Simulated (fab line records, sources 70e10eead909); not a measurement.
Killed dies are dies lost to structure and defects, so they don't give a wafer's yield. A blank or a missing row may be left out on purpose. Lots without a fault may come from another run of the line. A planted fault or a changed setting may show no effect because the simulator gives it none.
Which tool did it? | flow nand_harc | 12 lots, 36 wafers sampled, at 6 steps of a route of 1302

WHAT THE GAUGES READ, wafer by wafer
NHARC_P_GATE_CD_MEAS_91: target cd 2000 nm.
lot  | measured     | on        | cd_nm (nm)
L451 | day 5 15:50  | cd_sem-03 | 2001.4 2001.6 2002.0
L452 | day 6 07:01  | cd_sem-01 | 2000.9 1999.6 2001.6
L453 | day 6 07:46  | cd_sem-01 | 2000.1 2000.5 2000.4
L455 | day 7 06:05  | cd_sem-01 | 2004.0 2002.5 2002.6
L457 | day 8 08:19  | cd_sem-01 | 2000.2 1998.3 2001.5
L458 | day 8 20:16  | cd_sem-03 | - - -
L459 | day 9 09:10  | cd_sem-03 | 2001.2 2001.8 2002.5
L467 | day 12 08:55 | cd_sem-01 | 1999.3 2001.4 2000.8
L469 | day 13 07:07 | cd_sem-02 | 2000.1 1998.7 1996.6
L470 | day 13 07:44 | cd_sem-03 | 1997.9 1999.7 1999.7
L472 | day 14 08:16 | cd_sem-02 | 2002.4 2001.9 2001.7
L474 | day 15 07:34 | cd_sem-02 | 2001.7 2001.9 2001.2

NHARC_END_SORT_01.
lot  | measured     | on        | killed_at_array | killed_at_other | killed_at_periphery | killed_dies | killed_open | killed_short
L458 | day 27 21:37 | prober-02 | 88 80 82        | 0 0 0           | 589 597 595         | 677 677 677 | 2 3 5       | 2 2 2
L459 | day 28 05:41 | prober-01 | 32 30 22        | 1 1 0           | 4 3 5               | 37 34 27    | 3 6 3       | 1 2 4
L470 | day 32 07:13 | prober-01 | 66 82 82        | 2 2 2           | 2 2 1               | 70 86 85    | 2 2 2       | 1 3 3

WHICH TOOL RAN EACH LOT (tool, then ch and the chambers of the sampled wafers, then the start)
lot  | NHARC_P_GATE_STRIP_75                | NHARC_P_GATE_STRIP_76                | NHARC_P_GATE_EXPOSE_88            | NHARC_P_GATE_RTA_82
L451 | plasma_asher-01 ch 0,1, day 5 13:20  | plasma_asher-02 ch 0,1, day 5 15:04  | krf_scanner-03 ch 0, day 5 15:41  | rtp_anneal-02 ch 0, day 5 19:11
L452 | plasma_asher-01 ch 0,1, day 6 04:28  | plasma_asher-01 ch 1, day 6 06:05    | krf_scanner-04 ch 0, day 6 06:51  | rtp_anneal-02 ch 0, day 6 09:57
L453 | plasma_asher-02 ch 0,1, day 6 05:11  | plasma_asher-02 ch 0,1, day 6 06:56  | krf_scanner-04 ch 0, day 6 07:37  | rtp_anneal-02 ch 0, day 6 10:46
L455 | plasma_asher-01 ch 0,1, day 7 03:34  | plasma_asher-02 ch 0,1, day 7 05:10  | krf_scanner-02 ch 0, day 7 05:55  | rtp_anneal-01 ch 0, day 7 08:58
L457 | plasma_asher-02 ch 0,1, day 8 05:46  | plasma_asher-01 ch 0,1, day 8 07:24  | krf_scanner-03 ch 0, day 8 08:09  | rtp_anneal-01 ch 0, day 8 11:14
L458 | plasma_asher-01 ch 0,1, day 8 17:45  | plasma_asher-01 ch 0,1, day 8 19:22  | krf_scanner-02 ch 0, day 8 20:07  | rtp_anneal-02 ch 0, day 8 23:12
L459 | plasma_asher-01 ch 0,1, day 9 06:38  | plasma_asher-02 ch 0,1, day 9 08:22  | krf_scanner-02 ch 0, day 9 09:00  | rtp_anneal-02 ch 0, day 9 12:05
L467 | plasma_asher-01 ch 0,1, day 12 06:17 | plasma_asher-02 ch 0,1, day 12 08:00 | krf_scanner-02 ch 0, day 12 08:46 | rtp_anneal-01 ch 0, day 12 11:48
L469 | plasma_asher-02 ch 0,1, day 13 04:37 | plasma_asher-02 ch 0,1, day 13 06:20 | krf_scanner-02 ch 0, day 13 06:58 | rtp_anneal-01 ch 0, day 13 10:11
L470 | plasma_asher-01 ch 0,1, day 13 05:06 | plasma_asher-02 ch 0,1, day 13 06:49 | krf_scanner-04 ch 0, day 13 07:34 | rtp_anneal-02 ch 0, day 13 10:37
L472 | plasma_asher-02 ch 0,1, day 14 05:26 | plasma_asher-01 ch 0,1, day 14 07:21 | krf_scanner-02 ch 0, day 14 08:07 | rtp_anneal-02 ch 0, day 14 11:10
L474 | plasma_asher-01 ch 1, day 15 05:04   | plasma_asher-02 ch 0,1, day 15 06:47 | krf_scanner-04 ch 0, day 15 07:25 | rtp_anneal-01 ch 0, day 15 10:28
- NHARC_P_GATE_STRIP_75: strips in O2.
- NHARC_P_GATE_STRIP_76: strips in O2.
- NHARC_P_GATE_EXPOSE_88: exposes mask P HVN, target cd 2000 nm.
- NHARC_P_GATE_RTA_82: time 30 s.

WHAT THE TOOLS THEMSELVES READ (means of the sampled wafers that have a number; where no wafer has one, the mark that the record gives instead)
NHARC_P_GATE_STRIP_75.
lot  | tool            | drypump_motor_current_A (A) | heater_power_w (W) | temp_c (C)
L451 | plasma_asher-01 | 5.5                         | 384                | 249.98
L452 | plasma_asher-01 | 5.5                         | 388                | 249.98
L453 | plasma_asher-02 | 5.5                         | 309                | 249.83
L455 | plasma_asher-01 | 5.5                         | 379                | 249.94
L457 | plasma_asher-02 | 5.5                         | 308                | 250.03
L458 | plasma_asher-01 | 5.5                         | 383                | 249.97
L459 | plasma_asher-01 | 5.5                         | 379                | 249.94
L467 | plasma_asher-01 | 5.5                         | 365                | 250.09
L469 | plasma_asher-02 | 5.5                         | 317                | 249.94
L470 | plasma_asher-01 | 5.5                         | 374                | 249.91
L472 | plasma_asher-02 | 5.4                         | 312                | 249.68
L474 | plasma_asher-01 | 4.9                         | 346                | 249.92

NHARC_P_GATE_STRIP_76.
lot  | tool            | drypump_motor_current_A (A) | heater_power_w (W) | temp_c (C)
L451 | plasma_asher-02 | 5.46                        | 306                | 249.99
L452 | plasma_asher-01 | 4.94                        | 346                | 249.99
L453 | plasma_asher-02 | 5.53                        | 305                | 249.84
L455 | plasma_asher-02 | 5.46                        | 303                | 250.41
L457 | plasma_asher-01 | 5.22                        | 366                | 250.10
L458 | plasma_asher-01 | 5.22                        | 368                | 250.01
L459 | plasma_asher-02 | 5.47                        | 304                | 249.93
L467 | plasma_asher-02 | 5.45                        | 312                | 249.99
L469 | plasma_asher-02 | 5.53                        | 317                | 249.98
L470 | plasma_asher-02 | 5.45                        | 309                | 249.97
L472 | plasma_asher-01 | 5.51                        | 377                | 249.90
L474 | plasma_asher-02 | 5.46                        | 311                | 250.10

NHARC_P_GATE_RTA_82.
lot  | tool          | anneal_temp_c_max | lamp_power_pct (%) | lamp_zone_2_pct (%) | lamp_zone_4_pct (%) | lamp_zone_5_pct (%) | wafer_temp_C_max
L451 | rtp_anneal-02 | 451.6             | 3.62               | 3.62                | 3.62                | 3.63                | 452.5
L452 | rtp_anneal-02 | 451.7             | 3.62               | 3.62                | 3.62                | 3.63                | 452.5
L453 | rtp_anneal-02 | 451.4             | 3.62               | 3.62                | 3.62                | 3.63                | 451.8
L455 | rtp_anneal-01 | 452.3             | 3.79               | 3.79                | 3.80                | 3.80                | 452.9
L457 | rtp_anneal-01 | 451.6             | 3.79               | 3.79                | 3.79                | 3.81                | 452.8
L458 | rtp_anneal-02 | 451.3             | 3.62               | 3.62                | 3.62                | 3.64                | 452.0
L459 | rtp_anneal-02 | 451.6             | 3.62               | 3.62                | 3.62                | 3.63                | 452.5
L467 | rtp_anneal-01 | 452.2             | 3.79               | 3.79                | 3.79                | 3.81                | 453.2
L469 | rtp_anneal-01 | 452.1             | 3.79               | 3.79                | 3.79                | 3.81                | 452.7
L470 | rtp_anneal-02 | 451.9             | 3.62               | 3.62                | 3.62                | 3.63                | 452.3
L472 | rtp_anneal-02 | 451.5             | 3.62               | 3.62                | 3.62                | 3.63                | 452.1
L474 | rtp_anneal-01 | 452.1             | 3.79               | 3.79                | 3.79                | 3.81                | 453.3

THE ANSWER, worked out from the rows above alone
Rule: what is usual is taken from the lots themselves. Put in order of their means at a reading, lots are off if they are a third of the lots or fewer, leave a main group of 4 or more, and stand apart from it by a gap of 3 or more times the standard deviation of the main group's means; of several such gaps the widest counts. A main group whose means are all the same, to the digits that the tables above print for the reading, isn't used. A lot without any number at a reading at which 4 lots or more have one is off too. The other lots that the step has rows for count as sound. The gauges are gone through in route order, then the tools' own readings, and for those a lot's mean is taken as printed above. The first step at which some lot is off is used, and at that step the reading that is off furthest; a lot without a number counts as furthest.
Off: L458, at NHARC_P_GATE_CD_MEAS_91 (cd_nm). Without a number there: L458. The main group: mean 2000.8 nm, standard deviation 1.3.
A tool fits if, at a process step before that reading, it ran every lot that is off, and no sound lot after the first of them. The gauges at NHARC_P_GATE_CD_MEAS_91 aren't tried: what is off there is off at NHARC_P_GATE_STRIP_76 too, on other tools, and a gauge's error can't cause that. None of those tried fits.

WHAT THE SIMULATOR HAD PUT IN
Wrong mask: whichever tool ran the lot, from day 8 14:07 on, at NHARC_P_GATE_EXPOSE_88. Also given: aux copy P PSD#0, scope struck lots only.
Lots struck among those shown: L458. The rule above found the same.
